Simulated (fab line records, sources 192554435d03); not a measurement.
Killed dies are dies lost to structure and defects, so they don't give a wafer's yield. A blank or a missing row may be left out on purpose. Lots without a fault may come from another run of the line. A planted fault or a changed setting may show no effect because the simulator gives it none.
Chamber matching | flow n5_finfet | N5_SD_EPI_N_ETCH_45 on rie_diel-03: 4 sister chambers
The step etches SiOCN in CH3F/O2, target depth 6 nm. 18 wafers are shown with their chamber, then 9 later ones without.

WAFERS WITH THEIR CHAMBER
wafer  | chamber | showerhead_plenum_p_Torr (Torr) | drypump_motor_current_A (A) | throttle_valve_pct (%)
L076.2 | 1       | 2.03                            | 6.3                         | 23.38
L076.3 | 3       | 1.99                            | 5.9                         | 22.98
L076.5 | 2       | 1.97                            | 5.4                         | 23.28
L077.3 | 3       | 1.99                            | 5.9                         | 22.99
L077.5 | 2       | 1.97                            | 5.5                         | 23.27
L077.6 | 1       | 2.03                            | 6.4                         | 23.40
L079.2 | 1       | 2.02                            | 6.3                         | 23.38
L079.3 | 0       | 1.97                            | 6.3                         | 23.32
L079.6 | 0       | 1.97                            | 6.3                         | 23.31
L082.2 | 3       | 1.99                            | 5.9                         | 22.98
L082.3 | 2       | 1.97                            | 5.5                         | 23.29
L082.5 | 3       | 1.99                            | 5.9                         | 23.00
L084.1 | 2       | 1.97                            | 5.4                         | 23.32
L084.2 | 3       | 1.99                            | 5.9                         | 22.98
L084.4 | 1       | 2.02                            | 6.3                         | 23.39
L085.2 | 3       | 1.99                            | 5.9                         | 23.01
L085.3 | 1       | 2.02                            | 6.3                         | 23.40
L085.5 | 2       | 1.97                            | 5.4                         | 23.31

SIGNATURES (means of the wafers above)
reading                  | chamber 0 | chamber 1 | chamber 2 | chamber 3 | scatter within a chamber
showerhead_plenum_p_Torr | 1.9700    | 2.0240    | 1.9700    | 1.9900    | 0.00293
drypump_motor_current_A  | 6.300     | 6.320     | 5.440     | 5.900     | 0.0378
throttle_valve_pct       | 23.3150   | 23.3900   | 23.2940   | 22.9900   | 0.0146
Rule: a wafer's distance from a chamber is the root of the sum, over the readings, of the square of ((its reading less the chamber's mean) divided by the reading's scatter). The wafer belongs to the nearest chamber; if the next one is less than 2 further off, it can't be placed. The scatter: the root of (the sum of the squares of (reading less its chamber's mean) over the shown wafers, divided by (wafers less chambers)).

WAFERS WITHOUT THEIR CHAMBER
wafer  | showerhead_plenum_p_Torr (Torr) | drypump_motor_current_A (A) | throttle_valve_pct (%)
L088.2 | 1.96                            | 5.5                         | 23.31
L088.5 | 1.96                            | 5.5                         | 23.31
L088.6 | 2.02                            | 6.4                         | 23.41
L091.1 | 2.02                            | 6.3                         | 23.42
L091.3 | 1.96                            | 6.3                         | 23.35
L091.5 | 1.96                            | 6.3                         | 23.34
L092.1 | 2.02                            | 6.3                         | 23.43
L092.2 | 1.98                            | 5.9                         | 23.02
L092.6 | 1.96                            | 6.3                         | 23.33

WHICH CHAMBER EACH WENT THROUGH
wafer  | from the rows above | in truth
L088.2 | 2                   | 2
L088.5 | 2                   | 2
L088.6 | 1                   | 1
L091.1 | 1                   | 1
L091.3 | 0                   | 0
L091.5 | 0                   | 0
L092.1 | 1                   | 1
L092.2 | 3                   | 3
L092.6 | 0                   | 0
Placed correctly: 9 of 9. Can't be placed from these rows: 0. Placed wrongly: 0.
